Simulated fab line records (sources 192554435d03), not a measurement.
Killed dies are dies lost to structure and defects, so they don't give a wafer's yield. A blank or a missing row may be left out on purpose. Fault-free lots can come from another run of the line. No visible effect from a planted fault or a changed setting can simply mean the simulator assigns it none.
What tool caused it? -- flow n5 finfet -- Sampling: 24 lots, 72 wafers, 3 of 1938 route steps

WHAT THE GAUGES READ, wafer by wafer
N5_BEOL_M7_CD_MEAS_11 targets a cd of 38.5 nm.
lot,measured,on,cd nm (nm)
L074,day 9 11:49,cd sem-02,38.0 38.4 38.6
L075,day 9 17:53,cd sem-01,37.4 37.9 37.9
L077,day 9 19:16,cd sem-03,39.1 39.3 38.8
L076,day 9 19:51,cd sem-02,39.3 38.1 38.9
L078,day 10 21:17,cd sem-02,38.1 38.4 38.7
L079,day 10 21:25,cd sem-02,39.1 39.3 38.6
L080,day 11 04:52,cd sem-01,38.9 39.5 39.3
L081,day 11 05:43,cd sem-01,39.5 38.2 39.4
L082,day 11 09:58,cd sem-02,39.3 38.8 38.5
L085,day 11 23:23,cd sem-03,39.1 38.7 38.9
L083,day 12 02:33,cd sem-02,38.7 37.8 38.4
L087,day 12 05:54,cd sem-01,38.6 38.7 38.8
L084,day 12 06:04,cd sem-03,37.9 38.1 39.3
L086,day 12 10:14,cd sem-01,38.9 37.9 38.1
L088,day 12 14:33,cd sem-03,37.2 37.3 38.8
L089,day 12 21:41,cd sem-01,38.4 38.1 38.3
L090,day 13 15:14,cd sem-03,39.2 38.7 39.5
L091,day 13 22:41,cd sem-01,39.0 40.0 38.9
L092,day 13 23:06,cd sem-02,38.4 39.0 38.8
L093,day 14 06:34,cd sem-03,39.2 38.9 39.0
L094,day 14 17:20,cd sem-01,38.8 39.1 38.7
L097,day 14 23:19,cd sem-01,38.4 38.5 38.9
L096,day 15 03:44,cd sem-02,38.6 39.1 39.6
L095,day 15 03:56,cd sem-02,38.8 39.2 39.0

N5_BEOL_M7_CD_MEAS_18: pitch 80 nm, target cd 40 nm.
lot,measured,on,cd nm (nm)
L074,day 9 12:28,cd sem-03,39.0 39.8 40.3
L075,day 9 18:26,cd sem-01,39.6 39.3 39.5
L077,day 9 20:04,cd sem-03,39.8 40.8 40.3
L076,day 9 20:24,cd sem-03,40.5 39.2 40.5
L078,day 10 22:16,cd sem-01,40.3 39.9 39.4
L079,day 10 22:27,cd sem-02,39.9 40.2 40.1
L080,day 11 05:25,cd sem-01,39.6 40.0 39.8
L081,day 11 06:16,cd sem-01,41.2 40.4 40.3
L082,day 11 10:31,cd sem-03,40.5 40.4 39.8
L085,day 11 23:56,cd sem-03,41.1 40.2 40.7
L083,day 12 03:11,cd sem-03,40.0 39.1 39.0
L087,day 12 06:38,cd sem-03,40.1 39.8 40.2
L084,day 12 06:40,cd sem-03,39.2 39.7 40.5
L086,day 12 10:51,cd sem-02,40.2 39.4 38.6
L088,day 12 15:14,cd sem-01,38.7 38.5 40.0
L089,day 12 22:14,cd sem-02,40.2 40.2 39.7
L090,day 13 16:56,cd sem-01,40.9 39.8 40.6
L091,day 13 23:35,cd sem-02,40.0 41.2 41.3
L092,day 14 00:08,cd sem-02,39.4 39.8 39.6
L093,day 14 07:23,cd sem-02,40.7 39.9 40.3
L094,day 14 17:53,cd sem-01,40.0 39.7 40.2
L097,day 15 00:02,cd sem-01,39.9 40.5 40.7
L096,day 15 04:31,cd sem-03,40.6 41.1 41.0
L095,day 15 04:45,cd sem-02,40.8 40.6 41.2

WHICH TOOL RAN EACH LOT (tool, then ch and the chambers of the sampled wafers, then the start)
lot,N5_BEOL_M7_ETCH_62
L074,"rie diel-05 ch 1,2,3, day 9 11:59"
L075,"rie diel-01 ch 0,2,3, day 9 18:04"
L077,"rie diel-05 ch 1,3, day 9 19:41"
L076,"rie diel-05 ch 0,2,3, day 9 20:02"
L078,"rie diel-04 ch 0,2,3, day 10 21:54"
L079,"rie diel-05 ch 0,2, day 10 22:05"
L080,"rie diel-04 ch 0,1, day 11 05:03"
L081,"rie diel-05 ch 1,2,3, day 11 05:53"
L082,"rie diel-05 ch 0,1,2, day 11 10:09"
L085,"rie diel-04 ch 0,2, day 11 23:34"
L083,"rie diel-01 ch 0,1,3, day 12 02:44"
L087,"rie diel-04 ch 0,1,2, day 12 06:04"
L084,"rie diel-05 ch 1,2,3, day 12 06:15"
L086,"rie diel-01 ch 1,3, day 12 10:25"
L088,"rie diel-04 ch 0,3, day 12 14:44"
L089,"rie diel-05 ch 0,1, day 12 21:52"
L090,"rie diel-01 ch 0,1, day 13 16:25"
L091,"rie diel-04 ch 0,2,3, day 13 23:09"
L092,"rie diel-01 ch 1,2,3, day 13 23:40"
L093,"rie diel-04 ch 0,2,3, day 14 06:56"
L094,"rie diel-01 ch 0,1,2, day 14 17:31"
L097,"rie diel-04 ch 1,2, day 14 23:39"
L096,"rie diel-05 ch 0,3, day 15 04:07"
L095,"rie diel-01 ch 0,2,3, day 15 04:17"
- N5_BEOL_M7_ETCH_62: etches SOC in N2/H2, target depth 110 nm, overetch 22 nm, time 165 s.

WHAT THE TOOLS THEMSELVES READ (means of the sampled wafers that have a number; where no wafer has one, the mark that the record gives instead)
N5_BEOL_M7_ETCH_62.
lot,tool,drypump motor current A (A),h2 flow sccm (sccm),oes product au (a.u.),rf vpp V (V),showerhead plenum p Torr (Torr),throttle valve pct (%)
L074,rie diel-05,5.6,200.6,0.61,523.5,2.53,17.76
L075,rie diel-01,5.4,200.0,0.63,523.4,2.50,17.90
L077,rie diel-05,5.3,199.9,0.62,523.6,2.54,17.69
L076,rie diel-05,5.6,200.5,0.65,525.3,2.57,17.80
L078,rie diel-04,5.9,200.2,0.78,524.8,2.57,17.54
L079,rie diel-05,5.7,199.8,0.65,524.9,2.57,17.81
L080,rie diel-04,6.1,200.4,0.66,524.4,2.61,17.85
L081,rie diel-05,5.6,199.7,0.60,522.9,2.52,17.78
L082,rie diel-05,5.5,200.0,0.65,525.2,2.58,17.73
L085,rie diel-04,5.8,200.5,0.77,524.4,2.57,17.52
L083,rie diel-01,5.5,200.0,0.64,522.6,2.50,17.74
L087,rie diel-04,6.0,199.7,0.69,524.6,2.56,17.65
L084,rie diel-05,5.6,200.0,0.60,523.2,2.52,17.80
L086,rie diel-01,5.6,200.1,0.61,521.0,2.46,17.79
L088,rie diel-04,5.8,200.3,0.76,525.3,2.60,17.68
L089,rie diel-05,5.3,199.9,0.70,526.7,2.65,17.69
L090,rie diel-01,5.4,200.1,0.64,523.8,2.53,17.76
L091,rie diel-04,5.9,199.7,0.73,524.4,2.56,17.59
L092,rie diel-01,5.5,200.2,0.67,522.6,2.48,17.83
L093,rie diel-04,5.9,200.1,0.73,524.2,2.56,17.59
L094,rie diel-01,5.4,200.2,0.68,522.7,2.52,17.83
L097,rie diel-04,6.2,200.2,0.71,522.7,2.51,17.47
L096,rie diel-05,5.5,200.0,0.66,526.5,2.63,17.80
L095,rie diel-01,5.5,199.9,0.67,522.6,2.48,17.80

THE ANSWER, worked out from the rows above alone
Rule: what is usual is taken from the lots themselves. Put in order of their means at a reading, lots are off if they are a third of the lots or fewer, leave a main group of 4 or more, and stand apart from it by a gap of 3 or more times the standard deviation of the main group's means; of several such gaps the widest counts. If all means in a main group match to the digits the tables above print for the reading, that group is not used. A lot without any number at a reading at which 4 lots or more have one is off too. Where the step has rows for the other lots, those lots are counted as sound. First the gauges in route order, then the tools' own readings, where a lot's mean is used as printed above. At the first step where some lot is off, the reading lying furthest off is the one used; lots without a number count as furthest.
Nothing can be told from this: no lot is off at any reading shown.

WHAT THE SIMULATOR PUT IN
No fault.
